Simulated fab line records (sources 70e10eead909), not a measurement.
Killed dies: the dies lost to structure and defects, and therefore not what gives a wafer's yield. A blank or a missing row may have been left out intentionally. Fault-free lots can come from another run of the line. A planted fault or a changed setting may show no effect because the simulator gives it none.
8D (eight disciplines) problem report, filled in by code | flow nand harc | the parts of the form that need people (team, actions taken, sign-off) are left out

1. PROBLEM STATEMENT
Mean of run length s at NHARC_P_STI_ETCH_42: 66.0 s across 6 wafers in 3 lots; on wafers with no fault it is 82.1 s (standard deviation 0.44). That is -37 standard deviations from the usual mean.
The step: etches the open film in N2/H2, target depth 80 nm, overetch 24 nm, time 61 s.
The first sign was on wafer L386.3 at day 5 00:44, on rie diel-03. The record has a number at this step for 21 wafers belonging to 7 lots. By rule, "out" or "out of limits" means more than 4 standard deviations away from the usual mean. The other wafers with a number count as sound.

2. WHAT IT IS; WHAT IT IS NOT
question                    | is                                             | is not
which readings at this step | run length s                                   | drypump motor current A, oes product au, rf vpp V, showerhead plenum p Torr, throttle valve pct
which lots                  | L386, L388, L389                               | L385, L391, L394, L399
which wafers of those lots  | L386.3, L386.5, L388.4, L388.5, L389.3, L389.5 | L386.1, L388.1, L389.1
read on which tools         | rie diel-03                                    | rie diel-04, rie diel-08
when                        | from day 5 00:44                               | up to then (4 sound wafers); but 11 sound wafers of L388, L389, L391, L394, L399 came after

3. WHAT RULES OUT EACH SUSPECT
Counting: any tool at a process step up to the reading remains a suspect provided it ran every lot that is out. Sound lots after the first of them don't rule it out here, since some wafers of a struck lot are sound.
- rie diel-03 at NHARC_P_STI_DESCUM_14 (chemistry O2, time 3 s): kept. Ran every lot that is out, first one L386 (day 5 00:39); last sound lot up to then L385 (day 4 18:11).
- rie diel-03 at NHARC_P_STI_ETCH_42 (etches the open film in N2/H2, target depth 80 nm, overetch 24 nm, time 61 s): kept. Ran every lot that is out, first one L386 (day 5 00:44); last sound lot up to then L385 (day 4 18:16). Its own run length s readings are out on those wafers.
- Within rie diel-03 at NHARC_P_STI_ETCH_42: the wafers that are out ran in chambers 0, 3; their sound lot-mates ran in chambers 1, 2.
The count leaves rie diel-03 at NHARC_P_STI_ETCH_42 and rie diel-03 at NHARC_P_STI_DESCUM_14.

4. THE CAUSE (what the simulator had put in)
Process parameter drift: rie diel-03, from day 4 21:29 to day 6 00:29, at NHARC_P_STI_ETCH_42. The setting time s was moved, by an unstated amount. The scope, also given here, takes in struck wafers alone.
2 suspects survive the count, and this tool is in that group.

5. SEQUENCE OF EFFECTS, ordered by route
Each row: a reading whose mean over the struck wafers that have a number lies more than 3 standard deviations from the usual. Readings are gone through only where the record gives a usual standard deviation; hours: the median, over the lots, of the time from a lot's start at the first step in this table giving one to that lot's start at this step; sigmas: the change measured in usual standard deviations.
hours | step                | reading      | usual  | on struck wafers | change | sigmas
0     | NHARC_P_STI_ETCH_42 | run length s | 82.1 s | 66.0             | -16.1  | -37
Process steps it contains:
- NHARC_P_STI_ETCH_42: etches the open film in N2/H2, target depth 80 nm, overetch 24 nm, time 61 s.
Later measuring or inspecting steps at which every struck wafer that the step has a row for has a number for every such reading, and none has moved that far: NHARC_END_SORT_01.

6. HOW IT WOULD HAVE BEEN CAUGHT EARLIER
The fault began at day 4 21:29; the first out-of-limits reading in this record came at day 5 00:44, 3 hours later.
